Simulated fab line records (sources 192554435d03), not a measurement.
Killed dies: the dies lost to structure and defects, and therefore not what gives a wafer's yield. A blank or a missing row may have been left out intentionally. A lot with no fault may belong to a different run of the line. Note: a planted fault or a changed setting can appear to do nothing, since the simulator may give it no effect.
fab line records	flow n5_finfet
record lots=10	wafers=26	last_day=18
route steps=1938 shown BEOL_M4@1111 BEOL_M14@1761 BEOL_M15@1773 PASSIVATION@1936
lots untouched by any fault: they come from a run of this same line in which no faults occurred
start_h: hours from the record's opening day to when the first of the lot's shown wafers began	wait_h: time in hours since the lot's previous step	" identical to the entry in the row above	L1.1+2: several wafers, shown together as one row	- no value, or no start given	* or withheld: withheld	< > ~ a bound
route shown NAME@n: names a module that has steps shown in the file, with the first one's number in the route	usual: mean and standard deviation over wafers with no fault	same: alike in all rows	chamber/n: place in a boat	sites: the reading at each site	_std_site: their standard deviation	_edge_site: inner sites' mean taken away from outer sites' mean	radius_mm: how far each site lies from the wafer's centre	mask NAME#n: copy n	behind: the last tool/chamber to shape the wafer	hold: the reason the lot was held/the length of the hold in hours/how it ended	device: transistor that didn't switch, given as n, p or np	end of line: the tests these same wafers got at the end of their route	a step without rows: its recipe alone	killed: count of dies lost to structure and defects at first sort (not the wafer's yield)	map: dies across one wafer; x = killed, . = not, _ = none there
set.NAME: the setting that was run; set.NAME@STEP: the one run at that earlier step	model.NAME: the simulator's own value behind a step, which no gauge read
route steps across a sampled set of lots; one table per step, one row per wafer
services: when a tool's chamber went out of use (start_h, in hours from the record's first day, below 0 if earlier), for how many hours, and the reason
## steps
# step N5_BEOL_M4_RC_MEAS_101
# usual DIBL_N=35.8/1.7	DIBL_P=35.9/1.9	IOFF_N=0.151/0.028	IOFF_P=0.21/0.037	ION_N=673/12	ION_P=463/8.3	SS_N=71.4/0.59	SS_P=73.2/0.63	VT_N=250/3.2	VT_P=-250/3.7
lot.wafer	tool	chamber	start_h	wait_h	DIBL_N[mV/V]	DIBL_P[mV/V]	IOFF_N[nA/um]	IOFF_P[nA/um]	ION_N[uA/um]	ION_P[uA/um]	SS_N[mV/dec]	SS_P[mV/dec]	VT_N[mV]	VT_P[mV]
L447.1	prober-01	0	166.20	0.0	37.0	36.9	0.171	0.26	668	466	72.2	74.2	251	-245
L447.3	"	0	"	"	37.4	37.2	0.197	0.28	688	476	71.6	74.1	245	-243
L447.5	"	0	"	"	37.3	36.3	0.185	0.27	674	470	71.8	74.2	246	-243
L448.3	prober-02	0	178.17	0.3	37.9	38.0	0.172	0.23	671	453	71.3	73.8	248	-250
L448.4	"	0	"	"	37.0	37.3	0.167	0.21	687	468	71.3	73.4	249	-255
L448.6	"	0	"	"	38.2	38.8	0.183	0.24	678	468	71.9	73.4	249	-247
L450.1	prober-01	0	195.53	0.0	37.4	36.9	0.171	0.26	687	472	71.9	73.9	249	-244
L450.4	"	0	"	"	37.7	37.7	0.188	0.28	692	475	71.5	74.0	245	-245
L449.1	prober-02	0	195.85	0.0	35.3	36.6	0.155	0.21	679	469	71.4	73.1	249	-249
L449.4	"	0	"	"	33.5	33.1	0.123	0.17	665	461	71.3	73.3	251	-253
L449.6	"	0	"	"	31.4	30.7	0.101	0.14	664	458	70.4	72.1	252	-253
L453.2	prober-01	0	216.22	0.2	34.6	37.0	0.134	0.20	662	461	70.8	73.4	250	-251
L453.4	"	0	"	"	32.8	34.4	0.110	0.17	656	454	70.3	72.3	256	-253
L454.1	prober-02	0	216.35	0.0	39.0	39.7	0.211	0.26	675	462	72.1	73.9	245	-248
L454.2	"	0	"	"	37.2	37.8	0.164	0.22	670	458	72.2	73.9	251	-248
L454.6	"	0	"	"	37.3	37.9	0.174	0.23	668	459	71.3	73.2	247	-249
L459.1	prober-01	0	244.86	0.0	35.9	37.2	0.173	0.24	688	479	71.4	73.3	247	-247
L459.6	"	0	"	"	34.0	35.2	0.139	0.21	669	467	71.1	73.0	249	-246
L465.1	prober-01	0	285.94	0.0	36.2	35.1	0.164	0.17	657	449	71.5	72.7	255	-254
L465.5	"	0	"	"	35.3	34.8	0.142	0.17	652	449	71.8	73.9	252	-253
L465.6	"	0	"	"	33.4	32.4	0.119	0.15	659	455	71.1	72.6	254	-254
L468.3	prober-01	0	304.88	0.3	35.0	35.1	0.142	0.21	680	469	70.7	73.4	251	-249
L468.6	"	0	"	"	37.7	37.5	0.166	0.24	663	458	71.8	73.3	250	-247
L466.1	prober-01	0	316.96	0.0	39.4	41.1	0.240	0.30	672	459	72.8	74.9	245	-246
L466.5	"	0	"	"	37.1	38.3	0.195	0.24	690	467	71.8	73.8	245	-248
L466.6	"	0	"	"	38.6	40.0	0.217	0.27	692	474	72.3	74.6	245	-246
# step N5_BEOL_M14_PRE_CLEAN_42
# recipe gas=H2/He	time_s=30	temp_c=300
# usual heater_power_w=473/47
lot.wafer	tool	chamber	start_h	wait_h	heater_power_w
L447.1	pvd_sputter-02	-	239.77	0.0	563
L447.3	"	-	"	"	480
L447.5	"	-	"	"	397
L448.3	pvd_sputter-02	-	257.04	0.0	486
L448.4	"	-	"	"	405
L448.6	"	-	"	"	553
L449.1	pvd_sputter-02	-	270.99	0.0	565
L449.4	"	-	"	"	509
L449.6	"	-	"	"	512
L450.1	pvd_sputter-01	-	271.08	0.0	437
L450.4	"	-	"	"	490
L454.1	pvd_sputter-02	-	304.26	0.0	405
L454.2	"	-	"	"	481
L454.6	"	-	"	"	568
L453.2	pvd_sputter-01	-	311.55	0.0	495
L453.4	"	-	"	"	426
L459.1	pvd_sputter-03	-	337.65	0.0	488
L459.6	"	-	"	"	432
L465.1	pvd_sputter-02	-	372.05	0.0	405
L465.5	"	-	"	"	569
L465.6	"	-	"	"	511
L468.3	pvd_sputter-03	-	383.08	0.0	425
L468.6	"	-	"	"	445
L466.1	pvd_sputter-02	-	398.32	0.0	394
L466.5	"	-	"	"	400
L466.6	"	-	"	"	511
# step N5_BEOL_M14_SPUTTER_44
# recipe material=Ta	target_thk_a=150	temp_c=50	bias_v=80	power_w=15000	chamber_pressure_pa=0.07	time_s=24.19
# usual throttle_valve_pct=30.0/1.4
lot.wafer	tool	chamber	start_h	wait_h	throttle_valve_pct
L447.1	pvd_sputter-02	-	239.89	0.0	29.9
L447.3	"	-	"	"	31.1
L447.5	"	-	"	"	29.8
L448.3	pvd_sputter-02	-	257.16	0.0	31.1
L448.4	"	-	"	"	29.6
L448.6	"	-	"	"	30.0
L449.1	pvd_sputter-02	-	271.11	0.0	29.9
L449.4	"	-	"	"	32.3
L449.6	"	-	"	"	32.2
L450.1	pvd_sputter-01	-	271.20	0.0	31.1
L450.4	"	-	"	"	30.5
L454.1	pvd_sputter-02	-	304.38	0.0	30.0
L454.2	"	-	"	"	30.9
L454.6	"	-	"	"	29.7
L453.2	pvd_sputter-01	-	311.67	0.0	30.5
L453.4	"	-	"	"	29.3
L459.1	pvd_sputter-03	-	337.77	0.0	28.3
L459.6	"	-	"	"	30.3
L465.1	pvd_sputter-02	-	372.17	0.0	29.9
L465.5	"	-	"	"	29.9
L465.6	"	-	"	"	32.3
L468.3	pvd_sputter-03	-	383.20	0.0	30.6
L468.6	"	-	"	"	30.0
L466.1	pvd_sputter-02	-	398.44	0.0	29.9
L466.5	"	-	"	"	29.9
L466.6	"	-	"	"	32.4
# step N5_BEOL_M14_SPUTTER_45
# recipe material=Cu	target_thk_a=1000	temp_c=-20	bias_v=60	power_w=26000	chamber_pressure_pa=0.13	time_s=16.67
# usual throttle_valve_pct=30.0/1.4
lot.wafer	tool	chamber	start_h	wait_h	throttle_valve_pct
L447.1	pvd_sputter-02	-	239.97	0.0	30.0
L447.3	"	-	"	"	31.0
L447.5	"	-	"	"	29.9
L448.3	pvd_sputter-02	-	257.24	0.0	31.2
L448.4	"	-	"	"	29.8
L448.6	"	-	"	"	29.9
L449.1	pvd_sputter-02	-	271.19	0.0	30.1
L449.4	"	-	"	"	32.2
L449.6	"	-	"	"	32.3
L450.1	pvd_sputter-01	-	271.28	0.0	31.2
L450.4	"	-	"	"	30.1
L454.1	pvd_sputter-02	-	304.46	0.0	30.0
L454.2	"	-	"	"	31.1
L454.6	"	-	"	"	29.9
L453.2	pvd_sputter-01	-	311.75	0.0	30.1
L453.4	"	-	"	"	29.4
L459.1	pvd_sputter-03	-	337.85	0.0	28.2
L459.6	"	-	"	"	30.4
L465.1	pvd_sputter-02	-	372.25	0.0	29.8
L465.5	"	-	"	"	29.8
L465.6	"	-	"	"	32.6
L468.3	pvd_sputter-03	-	383.28	0.0	30.2
L468.6	"	-	"	"	30.3
L466.1	pvd_sputter-02	-	398.52	0.0	30.1
L466.5	"	-	"	"	29.9
L466.6	"	-	"	"	32.3
# step N5_BEOL_M15_ILD_DEP_00
# recipe material=SiO2	target_thk_a=16293	temp_c=400	precursor=TEOS/O2	pressure_torr=6.5	rf_w=900	teos_flow_sccm=161.4	gas=O2	flow_sccm=2650	time_s=346.1
# usual heater_power_w=538/83	showerhead_plenum_p_Torr=8.338/0.027	showerhead_vpp_V=1835/86	throttle_valve_pct=18.6/1
lot.wafer	tool	chamber	start_h	wait_h	heater_power_w	showerhead_plenum_p_Torr	showerhead_vpp_V	throttle_valve_pct
L447.1	pecvd-03	0	241.57	0.0	560	8.338	1790	19.9
L447.3	"	2	"	"	580	8.365	1840	17.2
L447.5	"	0	"	"	626	8.346	1766	19.7
L448.3	pecvd-04	0	258.33	0.0	569	8.324	2073	17.5
L448.4	"	2	"	"	688	8.343	1906	19.5
L448.6	"	0	"	"	618	8.334	2031	17.6
L449.1	pecvd-03	1	272.28	0.0	504	8.310	1772	18.3
L449.4	"	2	"	"	541	8.370	1824	17.6
L449.6	"	0	"	"	597	8.344	1776	19.6
L450.1	pecvd-01	2	272.37	0.0	480	8.366	1731	18.1
L450.4	"	0	"	"	488	8.275	1791	18.2
L454.1	pecvd-03	1	307.56	0.0	588	8.323	1778	18.5
L454.2	"	0	"	"	603	8.312	1784	19.9
L454.6	"	0	"	"	485	8.353	1796	19.6
L453.2	pecvd-04	0	313.19	0.0	640	8.320	2052	17.5
L453.4	"	0	"	"	495	8.321	2067	17.7
L459.1	pecvd-04	0	338.94	0.0	544	8.348	2063	17.8
L459.6	"	0	"	"	635	8.351	2019	17.6
L465.1	pecvd-04	1	373.34	0.0	596	8.302	1855	18.1
L465.5	"	0	"	"	495	8.340	2049	17.3
L465.6	"	1	"	"	498	8.287	1863	18.3
L468.3	pecvd-03	1	384.41	0.0	558	8.342	1772	18.3
L468.6	"	2	"	"	444	8.372	1869	17.6
L466.1	pecvd-04	0	399.63	0.0	594	8.350	2054	17.2
L466.5	"	0	"	"	504	8.345	2064	17.5
L466.6	"	2	"	"	635	8.352	1912	20.0
# step N5_BEOL_M15_THK_MEAS_01
# recipe reads=SiO2_of_BEOL_M15_ILD_DEP_00
# usual M15_ILD_THK=1631/27
lot.wafer	tool	chamber	start_h	wait_h	M15_ILD_THK[nm]
L447.1	film_metro-02	-	241.82	0.1	1630
L447.3	"	-	"	"	1636
L447.5	"	-	"	"	1650
L448.3	film_metro-01	-	258.58	0.1	1600
L448.4	"	-	"	"	1618
L448.6	"	-	"	"	1616
L449.1	film_metro-02	-	272.53	0.1	1582
L449.4	"	-	"	"	1640
L449.6	"	-	"	"	1643
L450.1	film_metro-01	-	272.62	0.1	1627
L450.4	"	-	"	"	1656
L454.1	film_metro-01	-	307.81	0.1	1570
L454.2	"	-	"	"	1629
L454.6	"	-	"	"	1657
L453.2	film_metro-01	-	313.45	0.1	1613
L453.4	"	-	"	"	1633
L459.1	film_metro-01	-	339.19	0.1	1599
L459.6	"	-	"	"	1627
L465.1	film_metro-02	-	373.59	0.1	1322
L465.5	"	-	"	"	1349
L465.6	"	-	"	"	1341
L468.3	film_metro-02	-	384.66	0.1	1573
L468.6	"	-	"	"	1630
L466.1	film_metro-01	-	399.99	0.2	1311
L466.5	"	-	"	"	1329
L466.6	"	-	"	"	1353
# step N5_BEOL_M15_THK_MEAS_50
# recipe thk_meas_gauge=xrf	reads=Cu_of_BEOL_M15_ECD_47
# usual M15_THK=840/15
lot.wafer	tool	chamber	start_h	wait_h	M15_THK[nm]
L447.1	film_metro-02	-	245.88	-	817
L447.3	"	-	"	"	847
L447.5	"	-	"	"	835
L448.3	film_metro-01	-	266.33	-	846
L448.4	"	-	"	"	823
L448.6	"	-	"	"	844
L449.1	film_metro-02	-	277.00	-	827
L449.4	"	-	"	"	845
L449.6	"	-	"	"	864
L450.1	film_metro-02	-	281.19	-	829
L450.4	"	-	"	"	826
L454.1	film_metro-02	-	314.12	-	833
L454.2	"	-	"	"	806
L454.6	"	-	"	"	836
L453.2	film_metro-01	-	317.99	-	835
L453.4	"	-	"	"	850
L459.1	film_metro-02	-	345.82	-	818
L459.6	"	-	"	"	847
L465.1	film_metro-01	-	379.55	-	-
L465.5	"	-	"	"	-
L465.6	"	-	"	"	-
L468.3	film_metro-02	-	389.42	-	817
L468.6	"	-	"	"	840
L466.1	film_metro-02	-	406.51	-	-
L466.5	"	-	"	"	-
L466.6	"	-	"	"	846
# step N5_BEOL_M15_RS_MEAS_54
# recipe thk_meas_gauge=four-point-probe	reads=Cu_of_BEOL_M15_ECD_47+Ta_of_BEOL_M15_SPUTTER_44+TaN_of_BEOL_M15_SPUTTER_43
# usual M15_RS=0.0216/0.00036
lot.wafer	tool	chamber	start_h	wait_h	M15_RS[ohm/sq]
L447.1	film_metro-01	-	246.01	0.0	0.0220
L447.3	"	-	"	"	0.0214
L447.5	"	-	"	"	0.0216
L448.3	film_metro-01	-	266.46	0.1	0.0215
L448.4	"	-	"	"	0.0222
L448.6	"	-	"	"	0.0216
L449.1	film_metro-01	-	277.13	0.0	0.0218
L449.4	"	-	"	"	0.0214
L449.6	"	-	"	"	0.0209
L450.1	film_metro-01	-	281.31	0.0	0.0219
L450.4	"	-	"	"	0.0220
L454.1	film_metro-02	-	314.25	0.0	0.0215
L454.2	"	-	"	"	0.0223
L454.6	"	-	"	"	0.0214
L453.2	film_metro-01	-	318.12	0.1	0.0217
L453.4	"	-	"	"	0.0213
L459.1	film_metro-02	-	345.95	0.0	0.0221
L459.6	"	-	"	"	0.0213
L465.1	film_metro-01	-	379.68	0.0	-
L465.5	"	-	"	"	-
L465.6	"	-	"	"	-
L468.3	film_metro-02	-	389.55	0.1	0.0223
L468.6	"	-	"	"	0.0217
L466.1	film_metro-02	-	406.67	0.1	-
L466.5	"	-	"	"	-
L466.6	"	-	"	"	0.0215
# step N5_PASSIVATION_PROBE_49
# usual defect_limited_yield=91.4/1.5	killed_at_M0_to_M3=33/9.8	killed_at_M4_up=14/5.5	killed_at_contacts=12/6.5	killed_at_front_end=38/11	killed_at_other=3/3.1	killed_dies=101/17	killed_open=66/13	killed_short=32/7.5	sort_bin_5_function=5.0/1	sort_bin_6_memory=3.2/0.69	sort_n_pass=1079/17	sort_yield_pct=91.4/1.5
# same gross_dies=1180	killed_at_back_side=0	sort_bin_4_leakage[%]=0	sort_bin_8_speed[%]=0
lot.wafer	tool	chamber	start_h	wait_h	defect_limited_yield[%]	killed_at_M0_to_M3	killed_at_M4_up	killed_at_contacts	killed_at_front_end	killed_at_other	killed_dies	killed_open	killed_short	sort_bin_5_function[%]	sort_bin_6_memory[%]	sort_n_pass	sort_yield_pct[%]
L447.1	prober-01	-	260.99	0.0	91.6	25	12	6	51	5	99	62	27	4.3	3.0	1081	91.6
L447.3	prober-01	-	261.09	0.1	90.9	22	21	8	48	8	107	64	43	5.1	3.7	1073	90.9
L447.5	prober-01	-	261.19	0.2	92.5	35	9	11	29	4	88	53	34	4.2	2.9	1092	92.5
L448.3	prober-01	-	280.01	0.1	90.7	49	9	11	35	6	110	73	33	4.7	4.1	1070	90.7
L448.4	prober-01	-	280.06	0.2	92.7	27	9	9	41	0	86	58	25	4.2	2.6	1094	92.7
L448.6	prober-01	-	280.16	0.3	92.8	26	5	14	39	1	85	53	32	3.6	3.1	1095	92.8
L449.1	prober-02	-	289.85	0.0	91.0	22	28	15	41	0	106	76	27	5.8	3.1	1074	91.0
L449.4	prober-02	-	290.00	0.2	90.6	28	17	4	60	2	111	74	35	5.1	4.0	1069	90.6
L449.6	prober-02	-	290.10	0.3	90.3	40	13	8	53	0	114	79	34	6.4	2.9	1066	90.3
L450.1	prober-01	-	297.52	0.0	88.1	59	12	11	59	0	141	90	51	6.8	4.6	1039	88.1
L450.4	prober-01	-	297.67	0.2	88.6	41	15	15	55	8	134	89	43	7.2	3.9	1046	88.6
L454.1	prober-01	-	327.25	0.0	90.8	25	19	10	52	2	108	69	35	5.8	3.2	1072	90.8
L454.2	prober-01	-	327.30	0.1	91.8	35	13	11	30	8	97	60	30	5.3	2.2	1083	91.8
L454.6	prober-01	-	327.50	0.3	91.4	37	11	14	36	3	101	70	25	4.4	3.9	1079	91.4
L453.2	prober-02	-	334.03	0.1	92.1	22	21	29	18	3	93	68	21	4.3	3.4	1087	92.1
L453.4	prober-02	-	334.13	0.2	92.8	24	23	19	17	2	85	58	24	4.1	3.0	1095	92.8
L459.1	prober-01	-	361.90	0.0	93.4	29	6	12	27	4	78	48	29	4.4	2.0	1102	93.4
L459.6	prober-01	-	362.15	0.3	92.1	43	9	9	30	2	93	62	31	4.6	3.0	1087	92.1
L465.1	prober-01	-	397.13	1.3	60.8	34	390	7	30	2	463	51	26	36.4	2.2	717	60.8
L465.5	prober-01	-	397.33	1.5	61.9	30	372	5	37	5	449	56	30	34.7	3.1	731	61.9
L465.6	prober-01	-	397.38	1.6	67.3	39	301	6	33	7	386	56	40	29.1	3.4	794	67.3
L468.3	prober-01	-	405.89	0.1	92.2	26	10	14	37	5	92	58	31	4.8	2.6	1088	92.2
L468.6	prober-01	-	406.04	0.3	92.7	25	13	13	35	0	86	51	34	3.4	3.6	1094	92.7
L466.1	prober-01	-	421.86	0.0	60.0	39	368	28	34	3	472	76	45	35.8	3.8	708	60.0
L466.5	prober-01	-	422.06	0.2	63.2	22	350	27	29	6	434	70	32	33.6	3.0	746	63.2
L466.6	prober-01	-	422.11	0.3	62.7	30	367	13	30	0	440	54	28	34.7	2.5	740	62.7
# killed by level:class
L447.1 FIN_SAQP:geometric_particle:open=10 STI_FIN_REVEAL:geometric_particle:open=10 HKMG_FIN:area_etch=9 MOL_CONTACT_COAG:geometric_particle:open=6 BEOL_M3:geometric_particle:open=6 BEOL_M4:geometric_particle:open=6 FIN_SAQP:geometric_particle:short=5 BEOL_M0_SAQP:geometric_particle:open=5
L447.3 FIN_SAQP:geometric_particle:open=12 FIN_SAQP:geometric_particle:short=12 MOL_CONTACT_COAG:geometric_particle:open=7 BEOL_M5:geometric_particle:open=7 STI_FIN_REVEAL:geometric_particle:open=6 GATE_CUT:geometric_particle:short=6 BEOL_M4:geometric_particle:open=6 BEOL_M0_SAQP:geometric_particle:short=5
L447.5 BEOL_M0_SAQP:geometric_particle:open=10 MOL_CONTACT_COAG:geometric_particle:open=8 GATE_CUT:geometric_particle:short=6 GATE_CUT:geometric_particle:open=5 BEOL_M0_SAQP:geometric_particle:short=5 BEOL_M0:geometric_particle:open=5 BEOL_M2:geometric_particle:open=5 BEOL_M3:geometric_particle:open=5
L448.3 BEOL_M0_SAQP:geometric_particle:open=14 MOL_CONTACT_COAG:geometric_particle:open=9 BEOL_M1:geometric_particle:open=9 STI_FIN_REVEAL:geometric_particle:open=8 BEOL_M3:geometric_particle:open=8 FIN_SAQP:geometric_particle:short=7 GATE_CUT:geometric_particle:short=5 BEOL_M0_SAQP:geometric_particle:short=5
L448.4 STI_FIN_REVEAL:geometric_particle:open=9 FIN_SAQP:geometric_particle:short=8 FIN_SAQP:geometric_particle:open=7 MOL_CONTACT_COAG:geometric_particle:open=6 BEOL_M3:geometric_particle:open=5 BEOL_M0:geometric_particle:open=4 BEOL_M2:geometric_particle:open=4 STARTING-WAFER:geometric_particle:open=4
L448.6 MOL_CONTACT_COAG:geometric_particle:open=11 STI_FIN_REVEAL:geometric_particle:open=6 BEOL_M1:geometric_particle:open=6 BEOL_M0_SAQP:geometric_particle:short=5 FIN_SAQP:geometric_particle:short=4 FIN_SAQP:geometric_particle:open=4 GATE_CUT:geometric_particle:short=4 ILD0:geometric_particle:short=4
L449.1 MOL_CONTACT_COAG:geometric_particle:open=12 FIN_SAQP:geometric_particle:open=11 BEOL_M4:geometric_particle:open=8 BEOL_M5:geometric_particle:open=8 FIN_SAQP:geometric_particle:short=6 DUMMY_GATE:geometric_particle:open=5 BEOL_M1:geometric_particle:open=5 STI_FIN_REVEAL:geometric_particle:open=4
L449.4 FIN_SAQP:geometric_particle:open=19 FIN_SAQP:geometric_particle:short=16 BEOL_M3:geometric_particle:open=13 BEOL_M4:geometric_particle:open=10 STI_FIN_REVEAL:geometric_particle:open=5 BEOL_M3:geometric_particle:short=4 BEOL_M6:geometric_particle:open=3 STI_FIN_REVEAL:geometric_particle:short=3
L449.6 FIN_SAQP:geometric_particle:open=16 FIN_SAQP:geometric_particle:short=11 BEOL_M1:geometric_particle:open=11 STI_FIN_REVEAL:geometric_particle:open=10 BEOL_M0_SAQP:geometric_particle:open=10 BEOL_M0_SAQP:geometric_particle:short=8 BEOL_M4:geometric_particle:open=6 MOL_CONTACT_COAG:geometric_particle:open=5
L450.1 BEOL_M3:geometric_particle:open=17 BEOL_M0_SAQP:geometric_particle:short=16 STI_FIN_REVEAL:geometric_particle:open=12 MOL_CONTACT_COAG:geometric_particle:open=9 BEOL_M0_SAQP:geometric_particle:open=9 DUMMY_GATE:geometric_particle:open=7 ILD0:geometric_particle:short=7 GATE_CUT:geometric_particle:short=7
L450.4 STI_FIN_REVEAL:geometric_particle:open=18 BEOL_M3:geometric_particle:open=16 MOL_CONTACT_COAG:geometric_particle:open=13 BEOL_M0_SAQP:geometric_particle:short=9 FIN_SAQP:geometric_particle:open=8 GATE_CUT:geometric_particle:open=6 GATE_CUT:geometric_particle:short=5 BEOL_M0_SAQP:geometric_particle:open=5
L454.1 STI_FIN_REVEAL:geometric_particle:open=13 FIN_SAQP:geometric_particle:open=11 MOL_CONTACT_COAG:geometric_particle:open=7 BEOL_M1:geometric_particle:open=7 FIN_SAQP:geometric_particle:short=5 BEOL_M0_SAQP:geometric_particle:short=5 BEOL_M4:geometric_particle:open=5 STI_FIN_REVEAL:geometric_particle:short=4
L454.2 BEOL_M1:geometric_particle:open=9 MOL_CONTACT_COAG:geometric_particle:open=8 BEOL_M2:geometric_particle:open=7 FIN_SAQP:geometric_particle:open=6 BEOL_M3:geometric_particle:open=6 STI_FIN_REVEAL:geometric_particle:open=5 BEOL_M2:geometric_particle:short=5 BEOL_M0_SAQP:geometric_particle:short=4
L454.6 MOL_CONTACT_COAG:geometric_particle:open=11 STI_FIN_REVEAL:geometric_particle:open=10 FIN_SAQP:geometric_particle:open=8 BEOL_M0_SAQP:geometric_particle:short=8 BEOL_M2:geometric_particle:open=8 BEOL_M1:geometric_particle:open=6 BEOL_M3:geometric_particle:open=6 DUMMY_GATE:geometric_particle:open=5
L453.2 MOL_CONTACT_COAG:geometric_particle:open=27 BEOL_M4:geometric_particle:open=12 BEOL_M2:geometric_particle:open=6 STI_FIN_REVEAL:geometric_particle:open=5 BEOL_M0_SAQP:geometric_particle:open=5 FIN_SAQP:geometric_particle:short=3 BEOL_M0_SAQP:geometric_particle:short=3 BEOL_M1:geometric_particle:open=3
L453.4 BEOL_M4:geometric_particle:open=16 MOL_CONTACT_COAG:geometric_particle:open=12 MOL_CONTACT_COAG:geometric_particle:short=6 BEOL_M1:geometric_particle:open=6 BEOL_M2:geometric_particle:open=6 FIN_SAQP:geometric_particle:short=4 FIN_SAQP:geometric_particle:open=4 STI_FIN_REVEAL:geometric_particle:open=4
L459.1 MOL_CONTACT_COAG:geometric_particle:open=9 BEOL_M0_SAQP:geometric_particle:short=8 BEOL_M0_SAQP:geometric_particle:open=7 BEOL_M2:geometric_particle:open=7 FIN_SAQP:geometric_particle:open=6 STARTING-WAFER:geometric_particle:short=6 GATE_CUT:geometric_particle:short=5 ILD0:geometric_particle:open=3
L459.6 BEOL_M0_SAQP:geometric_particle:open=11 BEOL_M2:geometric_particle:open=10 BEOL_M0_SAQP:geometric_particle:short=9 FIN_SAQP:geometric_particle:short=8 MOL_CONTACT_COAG:geometric_particle:open=7 BEOL_M1:geometric_particle:open=7 STI_FIN_REVEAL:geometric_particle:open=6 BEOL_M4:geometric_particle:open=5
L465.1 BEOL_M15:area_etch=382 BEOL_M0_SAQP:geometric_particle:open=9 BEOL_M0_SAQP:geometric_particle:short=9 STI_FIN_REVEAL:geometric_particle:open=6 BEOL_M2:geometric_particle:open=6 FIN_SAQP:geometric_particle:open=5 GATE_CUT:geometric_particle:short=4 MOL_CONTACT_COAG:geometric_particle:short=4
L465.5 BEOL_M15:area_etch=361 STI_FIN_REVEAL:geometric_particle:open=12 BEOL_M0_SAQP:geometric_particle:short=8 BEOL_M0_SAQP:geometric_particle:open=8 FIN_SAQP:geometric_particle:short=7 FIN_SAQP:geometric_particle:open=4 BEOL_M2:geometric_particle:open=4 MOL_CONTACT_COAG:geometric_particle:open=4
L465.6 BEOL_M15:area_etch=288 BEOL_M3:geometric_particle:open=12 FIN_SAQP:geometric_particle:short=10 BEOL_M2:geometric_particle:open=7 STI_FIN_REVEAL:geometric_particle:open=6 BEOL_M0_SAQP:geometric_particle:short=6 BEOL_M1:geometric_particle:open=6 PAD_METAL:geometric_particle:short=5
L468.3 MOL_CONTACT_COAG:geometric_particle:open=11 FIN_SAQP:geometric_particle:short=10 BEOL_M0_SAQP:geometric_particle:open=8 FIN_SAQP:geometric_particle:open=6 BEOL_M1:geometric_particle:open=6 STI_FIN_REVEAL:geometric_particle:open=5 GATE_CUT:geometric_particle:short=5 BEOL_M8:geometric_particle:open=4
L468.6 FIN_SAQP:geometric_particle:short=10 MOL_CONTACT_COAG:geometric_particle:open=10 STI_FIN_REVEAL:geometric_particle:open=7 BEOL_M0_SAQP:geometric_particle:short=7 BEOL_M0_SAQP:geometric_particle:open=6 BEOL_M4:geometric_particle:open=6 BEOL_M2:geometric_particle:short=4 STARTING-WAFER:geometric_particle:short=4
L466.1 BEOL_M15:area_etch=347 MOL_CONTACT_COAG:geometric_particle:open=19 BEOL_M0_SAQP:geometric_particle:short=12 MOL_CONTACT_COAG:geometric_particle:short=9 BEOL_M4:geometric_particle:open=8 STI_FIN_REVEAL:geometric_particle:open=7 FIN_SAQP:geometric_particle:short=6 FIN_SAQP:geometric_particle:open=6
L466.5 BEOL_M15:area_etch=327 MOL_CONTACT_COAG:geometric_particle:open=22 FIN_SAQP:geometric_particle:open=6 BEOL_M4:geometric_particle:open=6 GATE_CUT:geometric_particle:short=5 MOL_CONTACT_COAG:geometric_particle:short=5 BEOL_M0_SAQP:geometric_particle:short=5 BEOL_M5:geometric_particle:open=4
L466.6 BEOL_M15:area_etch=358 MOL_CONTACT_COAG:geometric_particle:open=11 BEOL_M0_SAQP:geometric_particle:short=11 FIN_SAQP:geometric_particle:open=10 BEOL_M0_SAQP:geometric_particle:open=7 FIN_SAQP:geometric_particle:short=4 BEOL_M4:geometric_particle:open=4 BEOL_M1:geometric_particle:open=4
## services
tool	chamber	start_h	hours	kind
pecvd-04	1	221.17	5.0	scheduled_down
pecvd-03	0	266.69	5.0	scheduled_down
pvd_sputter-03	-	276.23	36.1	repair
pecvd-04	2	279.79	13.5	repair
pecvd-04	1	288.34	5.5	scheduled_down
pecvd-01	1	340.74	5.6	repair
pecvd-03	-	354.87	5.1	repair
pecvd-01	-	366.40	2.8	pm
pvd_sputter-01	-	367.26	0.6	repair
pecvd-04	1	383.62	-	clean
pecvd-04	1	383.62	-	consumable_replace:showerhead
pecvd-04	1	383.62	29.0	scheduled_down
pecvd-04	1	383.62	29.0	vent_cycle
pvd_sputter-01	-	399.41	1.6	repair
## key
first_sign step=N5_BEOL_M15_THK_MEAS_01	reading=M15_ILD_THK	direction=down	sigmas=11	usual=1631	struck=1334
effect step=N5_BEOL_M15_THK_MEAS_50	reading=M15_THK	direction=missing
effect step=N5_BEOL_M15_RS_MEAS_54	reading=M15_RS	direction=missing
effect step=N5_PASSIVATION_PROBE_49	reading=killed_at_M4_up	direction=up	sigmas=63	usual=14	struck=358
more_kills_born_at N5_BEOL_M15_VIA_ETCH_16@rie_diel-04=1032	N5_BEOL_M15_VIA_ETCH_16@rie_diel-05=1031
met_at N5_BEOL_M15_ILD_DEP_00
struck_lots L465,L466
not_acting_at N5_BEOL_M14_PRE_CLEAN_42,N5_BEOL_M14_SPUTTER_44,N5_BEOL_M14_SPUTTER_45
onset_between 338.94 373.34
fault kind=site_profile_drift	tool=pecvd-04	chamber=-	onset_h=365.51	steps=N5_BEOL_M15_ILD_DEP_00	basis=fraction	max_abs_drift=0.41131	slope_share_per_hr=91.401	site_pattern=0,0,0,0,0,-1,-1,-1,-1
